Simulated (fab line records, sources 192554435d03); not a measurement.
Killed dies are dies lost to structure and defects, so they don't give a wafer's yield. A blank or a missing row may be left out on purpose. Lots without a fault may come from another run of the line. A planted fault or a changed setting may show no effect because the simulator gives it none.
fab line records | flow n5_finfet
record lots=7 wafers=39
route steps=1938 shown FIN_SAQP@96 ILD0@343 HKMG_FIN@421 BEOL_M0_CUTY@711 BEOL_M7@1263
start_h: hours from the record's first day to the start of the lot's first wafer shown | wait_h: hours since the lot's step before | " the same as in the row above | L1.1+2: a row that stands for several wafers | - no value, or no start given | * or withheld: withheld | < > ~ a bound
route shown NAME@n: a module of which the file shows steps, and the number in the route of the first | usual: mean/standard deviation of fault-free wafers | same: alike in all rows | chamber/n: place in a boat | sites: the reading at each site | _std_site: their standard deviation | _edge_site: outer sites' mean less inner sites' | radius_mm: how far each site lies from the wafer's centre | mask NAME#n: copy n | behind: the tool/chamber that last shaped the wafer | hold: why the lot was held/for how many hours/how that ended | device: the transistor (n, p or np) that didn't switch | end of line: the same wafers' tests at the end of the route | a step without rows: its recipe alone | killed: dies lost to structure and defects at the first sort, not the wafer's yield | map: a wafer's dies, x killed, . not, _ none there
set.NAME: the setting as run; set.NAME@STEP: as run at that earlier step | model.NAME: the simulator's own value behind a step, which no gauge read
lots whose settings were changed on purpose; a table a step, a row a wafer
## steps
# step N5_FIN_SAQP_HM_DEP_03
# recipe material=SiNx target_thk_a=380 temp_c=400 precursor=SiH4/NH3/N2 pressure_torr=1.5 rf_w=300 time_s=33.6
# columns lot.wafer tool chamber start_h wait_h set.target_thk_a model.SiNx_of_FIN_SAQP_HM_DEP_03.thk_nm
L082.1 pecvd-01 0 69.50 0.2 444.4 43.72
L082.2 " 1 " " 380 37.91
L082.3 " 2 " " 444.4 43.96
L082.4 " 0 " " 444.4 44.8
L082.5 " 1 " " 380 38.03
L082.6 " 2 " " 380 38.59
L085.1 pecvd-01 1 86.49 0.2 380 37.49
L085.2 " 0 " " 380 38.26
L085.3 " 2 " " 460.6 45.66
L085.4 " 2 " " 460.6 45.94
L085.5 " 1 " " 460.6 46.02
L085.6 " 0 " " 380 37.48
L089.1 pecvd-03 0 110.88 0.3 380 37.48
L089.2 " 1 " " 380 37.52
L089.3 " 2 " " 380 38.12
L089.4 " 0 " " 548.1 54.66
L089.5 " 1 " " 548.1 55.19
L089.6 " 2 " " 548.1 55.29
L090.1 pecvd-01 1 117.17 0.2 380 37.05
L090.2 " 2 " " 380 37.8
L090.3 " 0 " " 380 37.47
L090.4 " 0 " " 380 38.47
L090.5 " 1 " " 380 37.86
L090.6 " 2 " " 380 38.39
L091.1 pecvd-01 2 123.19 0.2 380 37.44
L091.2 " 1 " " 380 36.92
L091.3 " 0 " " 380 37.63
L091.4 " 1 " " 380 37.94
L091.5 " 0 " " 380 38.73
L091.6 " 2 " " 380 38.03
L093.2 pecvd-03 1 136.38 0.2 380 37.45
L093.3 " 0 " " 380 37.57
L093.6 " 0 " " 380 38.05
L094.1 pecvd-01 1 141.26 0.2 554.2 54.13
L094.2 " 1 " " 554.2 54.52
L094.3 " 1 " " 380 37.63
L094.4 " 1 " " 554.2 54.71
L094.5 " 1 " " 380 37.32
L094.6 " 1 " " 380 36.65
# step N5_FIN_SAQP_THK_MEAS_05
# usual thk_nm=37.9/0.5
# columns lot.wafer tool chamber start_h wait_h set.target_thk_a@FIN_SAQP_HM_DEP_03 thk_nm
L082.1 film_metro-01 - 69.59 0.1 444.4 43.7
L082.2 " - " " 380 37.9
L082.3 " - " " 444.4 44.0
L082.4 " - " " 444.4 44.8
L082.5 " - " " 380 38.0
L082.6 " - " " 380 38.6
L085.1 film_metro-02 - 86.58 0.1 380 37.5
L085.2 " - " " 380 38.3
L085.3 " - " " 460.6 45.6
L085.4 " - " " 460.6 46.0
L085.5 " - " " 460.6 46.1
L085.6 " - " " 380 37.5
L089.1 film_metro-02 - 110.97 0.1 380 37.4
L089.2 " - " " 380 37.5
L089.3 " - " " 380 38.1
L089.4 " - " " 548.1 54.7
L089.5 " - " " 548.1 55.2
L089.6 " - " " 548.1 55.3
L090.1 film_metro-02 - 117.26 0.1 380 37.1
L090.2 " - " " 380 37.8
L090.3 " - " " 380 37.5
L090.4 " - " " 380 38.5
L090.5 " - " " 380 37.9
L090.6 " - " " 380 38.4
L091.1 film_metro-02 - 123.27 0.1 380 37.4
L091.2 " - " " 380 36.9
L091.3 " - " " 380 37.6
L091.4 " - " " 380 38.0
L091.5 " - " " 380 38.7
L091.6 " - " " 380 38.1
L093.2 film_metro-02 - 136.47 0.1 380 37.5
L093.3 " - " " 380 37.6
L093.6 " - " " 380 38.0
L094.1 film_metro-02 - 141.46 0.2 554.2 54.1
L094.2 " - " " 554.2 54.5
L094.3 " - " " 380 37.6
L094.4 " - " " 554.2 54.7
L094.5 " - " " 380 37.3
L094.6 " - " " 380 36.6
# step N5_FIN_SAQP_ETCH_65
# recipe chemistry=CF4 target=SiO2 target_depth_a=40 ion_energy_ev=350 time_s=4.4 pressure_mtorr=10 icp_w=800 bias_w=400 cf4_flow_sccm=80
# columns lot.wafer tool chamber start_h wait_h set.time_s model.etch.depth_nm
L082.1 rie_si-01 3 72.55 0.1 4.4 4.017
L082.2 " 1 " " 2.653 2.434
L082.3 " 0 " " 2.653 2.449
L082.4 " 3 " " 4.4 3.992
L082.5 " 1 " " 4.4 4.069
L082.6 " 0 " " 2.653 2.461
L085.1 rie_si-04 1 91.26 0.1 5.98 5.541
L085.2 " 2 " " 4.4 3.983
L085.3 " 3 " " 5.98 5.618
L085.4 " 0 " " 5.98 5.51
L085.5 " 3 " " 4.4 4.119
L085.6 " 2 " " 4.4 3.988
L089.1 rie_si-02 3 114.04 0.1 5.312 4.612
L089.2 " 2 " " 4.4 3.866
L089.3 " 1 " " 4.4 4.17
L089.4 " 0 " " 5.312 4.895
L089.5 " 0 " " 4.4 4.087
L089.6 " 1 " " 5.312 5.035
L090.1+6 rie_si-02 2,3 120.17 0.1 6.976 6.094
L090.2 " 0 " " 4.4 4.098
L090.3 " 3 " " 6.976 6.051
L090.4 " 1 " " 4.4 4.167
L090.5 " 0 " " 4.4 4.107
L091.1 rie_si-02 0 126.26 0.1 4.4 4.118
L091.2 " 1 " " 4.4 4.185
L091.3 " 2 " " 4.4 3.901
L091.4 " 3 " " 4.4 3.867
L091.5 " 1 " " 4.4 4.164
L091.6 " 2 " " 4.4 3.872
L093.2 rie_si-01 1 139.65 0.1 4.4 4.054
L093.3 " 3 " " 4.4 4.011
L093.6 " 2 " " 4.4 3.967
L094.1 rie_si-01 0 145.51 0.1 6.771 6.274
L094.2 " 2 " " 4.4 3.968
L094.3 " 3 " " 6.771 6.215
L094.4 " 1 " " 4.4 4.016
L094.5 " 3 " " 4.4 4.014
L094.6 " 0 " " 6.771 6.273
# step N5_FIN_SAQP_MANDREL_ETCH_58
# recipe chemistry=HBr/Cl2 target=a-Si target_depth_a=450 bt_time_s=10 stop_on=SiNx mask_material=SiO2 over_etch_frac=0.8 time_s=27 pressure_mtorr=10 icp_w=800 bias_w=75 HBr_flow_sccm=150 Cl2_flow_sccm=80 ends=end_point
# step N5_FIN_SAQP_RECESS_63
# recipe chemistry=HF/NH3 target=SiO2 target_depth_a=180 afs_cycles=3 temp_c=30 sublimation_temp_c=180 sublimation_time_s=60
# step N5_FIN_SAQP_MANDREL2_REMOVE_60
# recipe chemistry=HBr/Cl2/O2 bt_time_s=10 target=a-Si stop_on=SiNx endpoint=OES-SiCl over_etch_frac=1 icp_w=600 bias_w=22 HBr_flow_sccm=150 Cl2_flow_sccm=80 O2_flow_sccm=5 pressure_mtorr=10
# step N5_FIN_SAQP_HM_OPEN_33
# recipe chemistry=CH3F/O2 target=SiNx mask_material=SiO2 target_depth_a=494 time_s=70.6 pressure_mtorr=30 source_w=395 bias_w=73 Ar_flow_sccm=150 CH3F_flow_sccm=30 O2_flow_sccm=20 ion_energy_ev=120 ends=cleared
# usual etch_rf_on_time_s=68.8/1.3
# columns lot.wafer tool chamber start_h wait_h set.target_thk_a@FIN_SAQP_HM_DEP_03 etch_rf_on_time_s model.etch.depth_nm
L082.1 rie_diel-06 1 74.13 0.1 444.4 79.2 43.02
L082.2 " 0 " " 380 69.8 37.13
L082.3 " 2 " " 444.4 80.8 43.27
L082.4 " 3 " " 444.4 81.2 44.1
L082.5 " 2 " " 380 69.6 37.25
L082.6 " 1 " " 380 70.7 37.9
L085.1 rie_diel-02 0 92.69 0.0 380 68.0 36.82
L085.2 " 2 " " 380 71.0 37.63
L085.3 " 3 " " 460.6 83.6 44.84
L085.4 " 1 " " 460.6 84.9 45.31
L085.5 " 3 " " 460.6 85.4 45.2
L085.6 " 2 " " 380 69.8 36.86
L089.1 rie_diel-06 2 115.50 0.0 380 68.6 36.85
L089.2 " 0 " " 380 68.4 36.89
L089.3 " 1 " " 380 68.6 37.24
L089.4 " 3 " " 548.1 98.0 53.95
L089.5 " 3 " " 548.1 98.8 54.49
L089.6 " 2 " " 548.1 101.3 54.41
L090.1 rie_diel-05 2 121.66 0.0 380 67.4 36.43
L090.2 " 1 " " 380 68.0 37.1
L090.3 " 0 " " 380 66.2 36.85
L090.4 " 3 " " 380 70.2 37.6
L090.5 " 0 " " 380 66.5 37.16
L090.6 " 3 " " 380 70.5 37.77
L091.1 rie_diel-05 1 127.92 0.0 380 68.0 36.73
L091.2 " 3 " " 380 67.6 36.05
L091.3 " 0 " " 380 67.1 37.01
L091.4 " 2 " " 380 69.4 37.31
L091.5 " 0 " " 380 68.7 37.85
L091.6 " 3 " " 380 70.2 37.41
L093.2 rie_diel-02 1 141.12 0.0 380 68.6 36.68
L093.3 " 2 " " 380 68.8 36.86
L093.6 " 2 " " 380 69.8 37.42
L094.1 rie_diel-06 0 147.13 0.1 554.2 100.1 53.44
L094.2 " 1 " " 554.2 99.1 53.89
L094.3 " 2 " " 380 69.3 36.93
L094.4 " 3 " " 554.2 99.5 53.93
L094.5 " 0 " " 380 68.7 36.61
L094.6 " 3 " " 380 66.7 35.97
# step N5_ILD0_ALD_15
# recipe material=SiNx target_thk_a=240 temp_c=400 ald_precursor_family=SiH2I2 ald_co_reactant=N2/H2-plasma pulse_time_s=1 ald_cycles=480 purge_time_s=2 co_reactant_purge_time_s=2 pressure_torr=2
# columns lot.wafer tool chamber start_h wait_h set.ald_cycles model.SiNx_of_ILD0_ALD_15.thk_nm
L082.1 ald_sin-04 2 111.78 0.6 749 37.2
L082.2+3 " 3,0 " " 749 37.4
L082.4+5+6 " 1,0,3 " " 480 24
L085.1+4+5 ald_sin-01 2,3,3 137.39 0.6 480 24.2
L085.2+3+6 " 0,1,0 " " 200 10.2
L089.1 ald_sin-01 3 151.18 0.6 480 24
L089.2+4+6 " 1,0,1 " " 765 38.4
L089.3+5 " 2,0 " " 480 24.2
L090.1+3 ald_sin-03 1,2 162.96 0.6 480 24
L090.2+4+6 " 3,0,1 " " 627 31.4
L090.5 " 0 164.04 1.2 480 24.2
L091.1+2+3 ald_sin-04 1,3,0 168.52 0.6 480 24
L091.4+5+6 " 2,1,0 " " 317 15.8
L093.2+3+6 ald_sin-04 1,0,1 180.60 0.5 480 24
L094.1 ald_sin-04 1 184.94 0.6 480 24.4
L094.2+3+5+6 " 0,3,2,1 " " 480 24.2
L094.4 " 2 " " 480 24
# step N5_ILD0_CMP_12
# recipe stop_on=poly-Si material=SiNx t_overpolish_s=6 post_cmp_clean=alkaline_brush down_force_psi=2.5 platen_rpm=51.8 pad_velocity_m_s=1.0307 target_thk_nm=17.67
# usual time_to_endpoint_s=29.6/2.6
# columns lot.wafer tool chamber start_h wait_h set.ald_cycles@ILD0_ALD_15 time_to_endpoint_s
L082.1 cmp-01 1 113.98 1.1 749 47.1
L082.4 " 2 " " 480 28.9
L082.3 " 3 " " 749 45.4
L082.2 " 0 " " 749 50.4
L082.6 " 1 " " 480 27.8
L082.5 " 2 " " 480 27.6
L085.1 cmp-04 3 139.59 1.1 480 27.6
L085.2 " 0 " " 200 13.5
L085.4 " 1 " " 480 26.9
L085.3 " 2 " " 200 11.1
L085.6 " 3 " " 200 9.7
L085.5 " 0 " " 480 31.8
L089.1 cmp-01 2 153.38 1.1 480 27.1
L089.4 " 3 " " 765 44.7
L089.3 " 0 " " 480 31.2
L089.2 " 1 " " 765 45.8
L089.6 " 2 " " 765 43.0
L089.5 " 3 " " 480 27.2
L090.3 cmp-01 0 165.16 1.1 480 32.5
L090.1 " 1 " " 480 29.2
L090.2 " 2 " " 627 36.4
L090.4 " 3 " " 627 34.1
L090.5 " 0 " " 480 33.9
L090.6 " 1 " " 627 36.6
L091.2 cmp-01 0 170.72 1.1 480 35.1
L091.4 " 1 " " 317 20.6
L091.1 " 2 " " 480 31.4
L091.3 " 3 " " 480 29.0
L091.5 " 0 " " 317 25.9
L091.6 " 1 " " 317 21.3
L093.3 cmp-04 3 182.97 1.3 480 24.3
L093.2 " 1 " " 480 28.0
L093.6 " 0 " " 480 27.6
L094.1 cmp-04 1 187.14 1.1 480 33.0
L094.3 " 2 " " 480 31.0
L094.2 " 3 " " 480 27.8
L094.4 " 0 " " 480 28.6
L094.6 " 1 " " 480 29.9
L094.5 " 2 " " 480 26.8
# step N5_HKMG_FIN_PWFM_ALD_03
# recipe material=TiN target_thk_a=20 temp_c=400 ald_precursor_family=TiCl4 ald_co_reactant=NH3 pulse_time_s=1 purge_time_s=3 co_reactant_purge_time_s=2 co_reactant_pulse_time_s=2 ald_cycles=91 pressure_torr=3
# columns lot.wafer tool chamber start_h wait_h set.ald_cycles model.TiN_of_HKMG_FIN_PWFM_ALD_03.thk_nm
L082.1+2+5 ald_metal-04 1,3,3 123.12 0.0 112 2.4
L082.3+4+6 " 0,2,2 " " 91 2
L085.1+2+3 ald_metal-02 3,0,1 148.92 0.0 133 3
L085.4+5+6 " 2,0,1 " " 91 2
L089.1+5+6 ald_metal-04 2,2,3 164.30 0.0 91 2
L089.2+3 " 1,3 " " 123 2.6
L089.4 " 0 " " 123 2.8
L090.1+2+3+4+5+6 ald_metal-01 0,2,3,1,2,1 176.44 0.0 91 2
L091.1+3+5 ald_metal-01 0,1,2 180.68 0.0 52 1.2
L091.2+4+6 " 2,3,3 " " 91 2
L093.2+3+6 ald_metal-01 3,0,2 192.23 0.2 91 2
L094.1+4 ald_metal-02 3,2 198.30 0.0 105 2.4
L094.2+3+6 " 0,1,0 " " 91 2
L094.5 " 3 " " 105 2.2
# step N5_BEOL_M0_CUTY_DESCUM_61
# recipe chemistry=O2 time_s=7.9 source_power_w=50 bias_power_w=20 pressure_mtorr=20 rf_frequency_hz=2.712e+07 temp_c=40 resist=CAR-ArF-block o2_flow_sccm=225
# columns lot.wafer tool chamber start_h wait_h set.time_s model.CAR-ArF-block_of_BEOL_M0_CUTY_COAT_51.thk_nm
L082.1+5 rie_diel-05 0 163.44 0.0 4.235 145
L082.2 " 2 " " 7.9 143
L082.3 " 1 " " 4.235 145.2
L082.4+6 " 3 " " 7.9 142.6
L085.1+2 rie_diel-06 1,2 187.28 0.0 9.843 141.2
L085.3 " 0 " " 7.9 143
L085.4 " 3 " " 7.9 142.8
L085.5 " 2 " " 9.843 141.8
L085.6 " 1 " " 7.9 143.2
L089.1+2 rie_diel-05 2,0 207.54 0.0 12.6 140.2
L089.3 " 3 " " 7.9 143.6
L089.4 " 1 " " 12.6 140.8
L089.5 " 0 " " 7.9 143.2
L089.6 " 1 " " 7.9 142.6
L090.1+4 rie_diel-02 0,1 214.43 0.2 6.514 144.6
L090.2 " 2 " " 7.9 144
L090.3 " 3 " " 6.514 144
L090.5 " 3 " " 7.9 143.8
L090.6 " 0 " " 7.9 143.6
L091.1 rie_diel-06 1 220.16 0.0 6.406 144.8
L091.2+4+5 " 2,1,0 " " 7.9 143.2
L091.3+6 " 0,2 " " 6.406 144.4
L093.2 rie_diel-02 1 230.07 0.1 7.9 143.8
L093.3 " 0 " " 7.9 143.4
L093.6 " 0 " " 7.9 143.6
L094.1 rie_diel-02 3 236.73 0.2 7.9 142.2
L094.2 " 0 " " 6.157 144
L094.3 " 1 " " 6.157 143.6
L094.4 " 1 " " 6.157 143.8
L094.5 " 0 " " 7.9 142.6
L094.6 " 3 " " 7.9 143
# step N5_BEOL_M7_ILD_DEP_00
# recipe material=SiCOH_lowk target_thk_a=1797.5 temp_c=300 precursor=DEMS/porogen pressure_torr=5 rf_w=500 time_s=33.4
# columns lot.wafer tool chamber start_h wait_h set.target_thk_a model.SiCOH_lowk_of_BEOL_M7_ILD_DEP_00.thk_nm
L082.1 pecvd-04 1 226.96 0.0 1797.5 180.8
L082.2 " 0 " " 2613 261.2
L082.3 " 2 " " 1797.5 177.2
L082.4 " 2 " " 1797.5 183
L082.5 " 0 " " 2613 265.2
L082.6 " 1 " " 2613 265.6
L085.1 pecvd-02 0 255.66 0.0 1797.5 179.4
L085.2 " 1 " " 1045 106.8
L085.3 " 2 " " 1045 103.2
L085.4 " 1 " " 1045 107.6
L085.5 " 0 " " 1797.5 183.8
L085.6 " 2 " " 1797.5 180.8
L089.1 pecvd-01 1 279.35 0.0 1797.5 176
L089.2 " 2 " " 2500 247
L089.3 " 1 " " 1797.5 179.4
L089.4 " 2 " " 2500 252.6
L089.5 " 2 " " 2500 251
L089.6 " 1 " " 1797.5 182
L090.1 pecvd-02 0 280.24 0.0 1797.5 178.8
L090.2 " 1 " " 1797.5 179.2
L090.3 " 2 " " 1797.5 176.2
L090.4 " 2 " " 1797.5 181
L090.5 " 0 " " 1797.5 180.8
L090.6 " 1 " " 1797.5 183.8
L091.1 pecvd-02 2 293.65 0.0 2640 261.4
L091.2 " 0 " " 2640 263.2
L091.3 " 1 " " 1797.5 182.2
L091.4 " 2 " " 1797.5 180.6
L091.5 " 1 " " 1797.5 185.4
L091.6 " 0 " " 2640 267.2
L093.2 pecvd-04 2 301.88 0.0 1797.5 175.6
L093.3 " 1 " " 1797.5 176.8
L093.6 " 1 " " 1797.5 179
L094.1 pecvd-04 1 306.30 0.0 1201 117.2
L094.2 " 0 " " 1797.5 177.6
L094.3 " 1 " " 1201 119.8
L094.4 " 0 " " 1797.5 178.2
L094.5 " 1 " " 1201 118.4
L094.6 " 0 " " 1797.5 180.2
# step N5_BEOL_M7_CURE_74
# recipe temp_c=385 time_s=240 ambient=He/Ar material=SiCOH_lowk
# columns lot.wafer tool chamber start_h wait_h set.target_thk_a@BEOL_M7_ILD_DEP_00 model.SiCOH_lowk_of_BEOL_M7_ILD_DEP_00.thk_nm
L082.1 uv_cure-02 0 227.02 0.0 1797.5 155.8
L082.2 " 0 " " 2613 226.2
L082.3 " 0 " " 1797.5 152.8
L082.4 " 0 " " 1797.5 157.8
L082.5 " 0 " " 2613 229.8
L082.6 " 0 " " 2613 230.2
L085.1 uv_cure-02 0 255.72 0.0 1797.5 154.6
L085.2 " 0 " " 1045 91.8
L085.3 " 0 " " 1045 88.6
L085.4 " 0 " " 1045 92.4
L085.5 " 0 " " 1797.5 158.6
L085.6 " 0 " " 1797.5 156
L089.1 uv_cure-01 0 280.24 0.9 1797.5 151.8
L089.2 " 0 " " 2500 213.8
L089.3 " 0 " " 1797.5 154.6
L089.4 " 0 " " 2500 218.8
L089.5 " 0 " " 2500 217.4
L089.6 " 0 " " 1797.5 157
L090.1 uv_cure-03 2 280.31 0.0 1797.5 154.2
L090.2 " 2 " " 1797.5 154.6
L090.3 " 2 " " 1797.5 152
L090.4 " 2 " " 1797.5 156.2
L090.5 " 2 " " 1797.5 156
L090.6 " 2 " " 1797.5 158.6
L091.1 uv_cure-03 2 293.71 0.0 2640 226.4
L091.2 " 2 " " 2640 228.2
L091.3 " 2 " " 1797.5 157.2
L091.4 " 2 " " 1797.5 155.6
L091.5 " 2 " " 1797.5 160
L091.6 " 2 " " 2640 231.6
L093.2 uv_cure-03 0 302.03 0.1 1797.5 151.4
L093.3 " 0 " " 1797.5 152.4
L093.6 " 0 " " 1797.5 154.2
L094.1 uv_cure-01 1 306.38 0.1 1201 100.8
L094.2 " 1 " " 1797.5 153
L094.3 " 1 " " 1201 103
L094.4 " 1 " " 1797.5 153.8
L094.5 " 1 " " 1201 101.8
L094.6 " 1 " " 1797.5 155.4
# step N5_BEOL_M7_THK_MEAS_01
# recipe reads=SiCOH_lowk_of_BEOL_M7_ILD_DEP_00
# usual M7_ILD_THK=155.6/2.4
# columns lot.wafer tool chamber start_h wait_h set.target_thk_a@BEOL_M7_ILD_DEP_00 M7_ILD_THK[nm]
L082.1 film_metro-01 - 227.54 0.4 1797.5 155.9
L082.2 " - " " 2613 226.1
L082.3 " - " " 1797.5 152.9
L082.4 " - " " 1797.5 157.8
L082.5 " - " " 2613 229.7
L082.6 " - " " 2613 230.2
L085.1 film_metro-02 - 256.52 0.7 1797.5 154.5
L085.2 " - " " 1045 91.7
L085.3 " - " " 1045 88.5
L085.4 " - " " 1045 92.5
L085.5 " - " " 1797.5 158.6
L085.6 " - " " 1797.5 155.9
L090.1 film_metro-01 - 280.83 0.4 1797.5 154.2
L090.2 " - " " 1797.5 154.6
L090.3 " - " " 1797.5 152.0
L090.4 " - " " 1797.5 156.1
L090.5 " - " " 1797.5 156.0
L090.6 " - " " 1797.5 158.7
L089.1 film_metro-02 - 281.23 0.8 1797.5 151.7
L089.2 " - " " 2500 214.0
L089.3 " - " " 1797.5 154.6
L089.4 " - " " 2500 218.8
L089.5 " - " " 2500 217.4
L089.6 " - " " 1797.5 156.9
L091.1 film_metro-02 - 294.22 0.4 2640 226.4
L091.2 " - " " 2640 228.3
L091.3 " - " " 1797.5 157.3
L091.4 " - " " 1797.5 155.7
L091.5 " - " " 1797.5 159.9
L091.6 " - " " 2640 231.6
L093.2 film_metro-01 - 302.46 0.4 1797.5 151.4
L093.3 " - " " 1797.5 152.2
L093.6 " - " " 1797.5 154.3
L094.1 film_metro-01 - 306.90 0.4 1201 100.7
L094.2 " - " " 1797.5 153.2
L094.3 " - " " 1201 102.9
L094.4 " - " " 1797.5 153.5
L094.5 " - " " 1201 101.8
L094.6 " - " " 1797.5 155.3
## key
split step=N5_FIN_SAQP_HM_DEP_03 setting=target_thk_a stated=380 by=wafer
response step=N5_FIN_SAQP_HM_DEP_03 reading=model.SiNx_of_FIN_SAQP_HM_DEP_03.thk_nm change=+0.382 per=1% r=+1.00
response step=N5_FIN_SAQP_THK_MEAS_05 reading=thk_nm change=* per=1% r=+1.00
response step=N5_FIN_SAQP_HM_OPEN_33 reading=etch_rf_on_time_s change=* per=1% r=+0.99
response step=N5_FIN_SAQP_HM_OPEN_33 reading=model.etch.depth_nm change=+0.381 per=1% r=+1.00
split step=N5_FIN_SAQP_ETCH_65 setting=time_s stated=4.4 by=wafer
response step=N5_FIN_SAQP_ETCH_65 reading=model.etch.depth_nm change=+0.0384 per=1% r=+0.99
split step=N5_ILD0_ALD_15 setting=ald_cycles stated=480 by=wafer
response step=N5_ILD0_ALD_15 reading=model.SiNx_of_ILD0_ALD_15.thk_nm change=+0.24 per=1% r=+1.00
response step=N5_ILD0_CMP_12 reading=time_to_endpoint_s change=* per=1% r=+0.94
split step=N5_HKMG_FIN_PWFM_ALD_03 setting=ald_cycles stated=91 by=wafer
response step=N5_HKMG_FIN_PWFM_ALD_03 reading=model.TiN_of_HKMG_FIN_PWFM_ALD_03.thk_nm change=+0.0198 per=1% r=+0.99
split step=N5_BEOL_M0_CUTY_DESCUM_61 setting=time_s stated=7.9 by=wafer
response step=N5_BEOL_M0_CUTY_DESCUM_61 reading=model.CAR-ArF-block_of_BEOL_M0_CUTY_COAT_51.thk_nm change=-0.05 per=1% r=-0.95
split step=N5_BEOL_M7_ILD_DEP_00 setting=target_thk_a stated=1797.5 by=wafer
response step=N5_BEOL_M7_ILD_DEP_00 reading=model.SiCOH_lowk_of_BEOL_M7_ILD_DEP_00.thk_nm change=+1.8 per=1% r=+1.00
response step=N5_BEOL_M7_CURE_74 reading=model.SiCOH_lowk_of_BEOL_M7_ILD_DEP_00.thk_nm change=+1.57 per=1% r=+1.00
response step=N5_BEOL_M7_THK_MEAS_01 reading=M7_ILD_THK change=+1.57 per=1% r=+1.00
